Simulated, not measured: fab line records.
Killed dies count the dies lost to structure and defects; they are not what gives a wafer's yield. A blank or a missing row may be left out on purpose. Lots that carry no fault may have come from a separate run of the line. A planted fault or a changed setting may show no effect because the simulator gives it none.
A struck lot beside a sound one | flow nand harc | 15 out of 1302 route steps
Sound: these wafers, L974.1, L974.2, L974.4. Struck: wafers L984.4, L984.6. (L984.2 of the same lot was not struck and is left out.) The cause comes at the end.
At each step with rows: each side's tool, then ch and its chambers, then its first start. Under that, the readings that differ: sound wafers | struck wafers | difference of the means | sigmas: that difference in standard deviations of wafers without a fault.
alike: readings with means less than 2 such deviations apart, plus words and numbers identical on both sides. not compared: withheld readings, readings lacking a value on some wafer, bounds such as >300 that could conceal the same value, and numbers that have no deviation in the record and whose values overlap.
The two part at a step that has a row with sigmas, a row that says differs or no value, or rows on one side only. When numbers do not overlap yet have no deviation, they are printed without sigmas and do not part them. A reading missing from all wafers of one side parts the sides only when that side holds two or more wafers.

first, 1 step without rows for these wafers: NHARC_A_CONTACT_ETCH_137 (etches the open film in C4F8/O2/Ar, time 311 s, target depth 1912 nm).
NHARC_A_CONTACT_ETCH_138: etches the open film in C4F8/O2/Ar, time 311 s, target depth 1914 nm.
  sound on har cap etch-01 ch 0,1, day 22 19:28; struck on har cap etch-01 ch 1, day 26 16:14
  reading                | sound             | struck      | difference | sigmas
  oes air line au (a.u.) | 1.013 1.018 0.979 | 1.043 1.054 | +0.045     | +2
  not compared: rf hours counter h
NHARC_A_CONTACT_ETCH_139: etches the open film in C4F8/O2/Ar, time 195 s, target depth 840 nm.
  sound on har cap etch-01 ch 0,1, day 22 19:44; struck on har cap etch-01 ch 1, day 26 16:31
  alike: oes air line au
  not compared: rf hours counter h
then, 1 step without rows for these wafers: NHARC_A_CONTACT_ETCH_92 (etches the open film in CH3F/O2, target depth 40 nm, time 85.7 s).
NHARC_A_CONTACT_ETCH_98: etches the open film in C4F6/O2, target depth 20 nm, time 10 s.
  sound: rie diel-09 ch 1,2,3; struck: rie diel-08 ch 2,3
  reading               | sound             | struck      | difference | sigmas
  oes product au (a.u.) | 1.011 1.003 1.008 | 0.944 0.930 | -0.070     | -3
  alike: drypump motor current A, rf vpp V, showerhead plenum p Torr, throttle valve pct
  not compared: rf hours counter h
NHARC_A_CONTACT_CD_MEAS_15:
  sound on cd sem-02, day 22 20:33; struck on cd sem-03, day 26 17:17
  alike: cd nm
then, 3 steps without rows for these wafers: NHARC_A_CONTACT_STRIP_107 (strips in N2/H2); NHARC_A_CONTACT_STRIP_108 (strips in CF4/CHF3); NHARC_A_CONTACT_STRIP_109 (strips in O2/COS).
NHARC_A_CONTACT_ETCH_110: etches the open film in CF4/O2, target depth 60 nm, overetch 6 nm, time 33 s.
  sound on rie diel-09 ch 1,2,3, day 22 20:50; struck on rie diel-08 ch 0,3, day 26 17:35
  alike: drypump motor current A, oes product au, rf vpp V, showerhead plenum p Torr, throttle valve pct
  not compared: rf hours counter h
NHARC_A_CONTACT_STRIP_26: strips in O2.
  sound: rie diel-09 ch 0,1,3; struck: rie diel-08 ch 1,2
  alike: drypump motor current A, oes product au, rf vpp V, showerhead plenum p Torr, throttle valve pct
  not compared: rf hours counter h
then, 1 step without rows for these wafers: NHARC_A_CONTACT_STRIP_27 (strips in post etch residue remover, time 600 s).
NHARC_A_CONTACT_ALD_18: deposits TiN, target thk 3 nm, pulse time 1 s, ald cycles 150.
  sound on ald metal-01 ch 1,2,3, day 22 21:31; struck on ald metal-01 ch 0, day 26 18:16
  reading    | sound       | struck | difference | sigmas
  ald cycles | 150 150 150 | 77 77  | -73        |
  alike: heater power w, precursor pulse height rel
  not compared: since wet clean h
then, 1 step without rows for these wafers: NHARC_A_CONTACT_CVD_19 (deposits W, target thk 300 nm, time 802 s).
-- jump in the record: it breaks off in module A_CONTACT and resumes in module END (first step shown: number 1302 of the route), and 2 days separate the struck wafers' starts before and after --
NHARC_END_SORT_01:
  only the struck wafers appear in the record here, on prober-02 ch 0 at day 28 21:55; the sound ones have no rows

WHERE THEY PART
Last at NHARC_END_SORT_01 as far as this record goes, first at NHARC_A_CONTACT_ETCH_138.

WHY: what the simulator had put in
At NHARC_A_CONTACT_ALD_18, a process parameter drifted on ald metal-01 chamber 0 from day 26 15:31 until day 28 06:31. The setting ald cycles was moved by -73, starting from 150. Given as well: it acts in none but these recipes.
